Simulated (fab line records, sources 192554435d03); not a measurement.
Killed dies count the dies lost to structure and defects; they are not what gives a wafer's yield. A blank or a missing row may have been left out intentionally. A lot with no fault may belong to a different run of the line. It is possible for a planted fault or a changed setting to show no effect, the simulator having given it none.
Split-lot study + flow n5Finfet + 39 wafers read from 7 lots, route of 1938 steps

== THE SPLIT ==
At N5_MOL_CONTACT_COAG_ALD_27 (deposits SiOC, target thk 17 nm, pulse time 1.5 s, time 2720 s), the setting aldCycles was moved away from the recipe's 340 on 15 of the 39 wafers read, by -58.8% to +50.0%. For the rest of the wafers, this setting stayed at what the recipe calls for.

The reading is taken at the split's own step.

== THE READING ==
SiOC_of_MOL_CONTACT_COAG_ALD_27.thkNm (the simulator's own value, which no gauge read), in nm, at N5_MOL_CONTACT_COAG_ALD_27 (deposits SiOC, target thk 17 nm, pulse time 1.5 s, time 2720 s). There is no usual value for it anywhere in the file. The 24 wafers here that ran the recipe average 17.0 nm, standard deviation 0.07 nm.

| wafer  | tool, chamber at the split | aldCycles as run | against the recipe | SiOC_of_MOL_CONTACT_COAG_ALD_27.thkNm, nm | against lot-mates on the recipe |
|--------|----------------------------|------------------|--------------------|-------------------------------------------|---------------------------------|
| L077.1 | aldSin-02, 2,3,0           | 340              | recipe             | 17                                        | -                               |
| L077.2 | aldSin-02, 2,3,0           | 340              | recipe             | 17                                        | -                               |
| L077.5 | aldSin-02, 2,3,0           | 340              | recipe             | 17                                        | -                               |
| L077.3 | aldSin-02, 1,0,1           | 504              | +48.2%             | 25.2                                      | +8.2                            |
| L077.4 | aldSin-02, 1,0,1           | 504              | +48.2%             | 25.2                                      | +8.2                            |
| L077.6 | aldSin-02, 1,0,1           | 504              | +48.2%             | 25.2                                      | +8.2                            |
| L078.1 | aldSin-03, 2               | 510              | +50.0%             | 25.6                                      | +8.6                            |
| L078.2 | aldSin-03, 0,3             | 510              | +50.0%             | 25.4                                      | +8.4                            |
| L078.3 | aldSin-03, 0,3             | 510              | +50.0%             | 25.4                                      | +8.4                            |
| L078.4 | aldSin-03, 1,2,1           | 340              | recipe             | 17                                        | -                               |
| L078.5 | aldSin-03, 1,2,1           | 340              | recipe             | 17                                        | -                               |
| L078.6 | aldSin-03, 1,2,1           | 340              | recipe             | 17                                        | -                               |
| L079.1 | aldSin-04, 0,2,3,3         | 340              | recipe             | 17                                        | -                               |
| L079.2 | aldSin-04, 0,2,3,3         | 340              | recipe             | 17                                        | -                               |
| L079.4 | aldSin-04, 0,2,3,3         | 340              | recipe             | 17                                        | -                               |
| L079.5 | aldSin-04, 0,2,3,3         | 340              | recipe             | 17                                        | -                               |
| L079.3 | aldSin-04, 1,0             | 340              | recipe             | 17.2                                      | -                               |
| L079.6 | aldSin-04, 1,0             | 340              | recipe             | 17.2                                      | -                               |
| L084.1 | aldSin-02, 3,0,1           | 340              | recipe             | 17                                        | -                               |
| L084.3 | aldSin-02, 3,0,1           | 340              | recipe             | 17                                        | -                               |
| L084.4 | aldSin-02, 3,0,1           | 340              | recipe             | 17                                        | -                               |
| L084.2 | aldSin-02, 2,3,2           | 400              | +17.6%             | 20                                        | +3.0                            |
| L084.5 | aldSin-02, 2,3,2           | 400              | +17.6%             | 20                                        | +3.0                            |
| L084.6 | aldSin-02, 2,3,2           | 400              | +17.6%             | 20                                        | +3.0                            |
| L088.1 | aldSin-02, 2,3,0           | 340              | recipe             | 17                                        | -                               |
| L088.2 | aldSin-02, 2,3,0           | 340              | recipe             | 17                                        | -                               |
| L088.3 | aldSin-02, 2,3,0           | 340              | recipe             | 17                                        | -                               |
| L088.4 | aldSin-02, 1,0,3           | 140              | -58.8%             | 7                                         | -10.0                           |
| L088.5 | aldSin-02, 1,0,3           | 140              | -58.8%             | 7                                         | -10.0                           |
| L088.6 | aldSin-02, 1,0,3           | 140              | -58.8%             | 7                                         | -10.0                           |
| L093.2 | aldSin-04, 1,3,3           | 340              | recipe             | 17                                        | -                               |
| L093.3 | aldSin-04, 1,3,3           | 340              | recipe             | 17                                        | -                               |
| L093.6 | aldSin-04, 1,3,3           | 340              | recipe             | 17                                        | -                               |
| L096.1 | aldSin-04, 2,1             | 432              | +27.1%             | 21.4                                      | +4.5                            |
| L096.5 | aldSin-04, 2,1             | 432              | +27.1%             | 21.4                                      | +4.5                            |
| L096.2 | aldSin-04, 1,0             | 340              | recipe             | 17                                        | -                               |
| L096.4 | aldSin-04, 1,0             | 340              | recipe             | 17                                        | -                               |
| L096.3 | aldSin-04, 3               | 432              | +27.1%             | 21.6                                      | +4.7                            |
| L096.6 | aldSin-04, 2               | 340              | recipe             | 16.8                                      | -                               |
Rows listing several chambers each stand for several wafers; the file does not say which wafer went through which chamber.

FIT RESULTS
A straight line over all 39 wafers: SiOC_of_MOL_CONTACT_COAG_ALD_27.thkNm changes by +0.169 nm for each +1% of aldCycles; r = +1.00; the points scatter about the line by 0.077 nm.
The same after taking each lot's own level away (the mean of its wafers on the recipe; 39 wafers): +0.17 nm for each +1%; r = +1.00; scatter 0.063 nm.
According to that fit, moving aldCycles by its largest amount changes the reading by 10 nm.
Measured against the standard deviation above, the lots' own levels, which go from 16.93 to 17.07 nm, span 1.9 times it.
The two slopes agree, so the slope changes little with the lot-to-lot level.
Check: -9.98 nm against its lot-mates is what the line predicts for one of the wafers moved furthest among these (-58.8%) when that wafer is left out of the fit. Against them it came out at -10 nm.

== OTHER SPLITS APPLIED TO THESE WAFERS ==
Before the reading, these wafers also passed through other splits. Each is held against what the fit with the lots' levels taken away leaves over:
| other split on the same wafers   | wafers away from the commonest value | r with SiOC_of_MOL_CONTACT_COAG_ALD_27.thkNm (lot level and that fit taken away) |
|----------------------------------|--------------------------------------|----------------------------------------------------------------------------------|
| N5_SD_EPI_N_ETCH_45 targetDepthA | 9                                    | -0.09                                                                            |

== THE FILE'S OWN FIT ==
SiOC_of_MOL_CONTACT_COAG_ALD_27.thkNm changes by +0.17 nm for each +1% of aldCycles, r = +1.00.
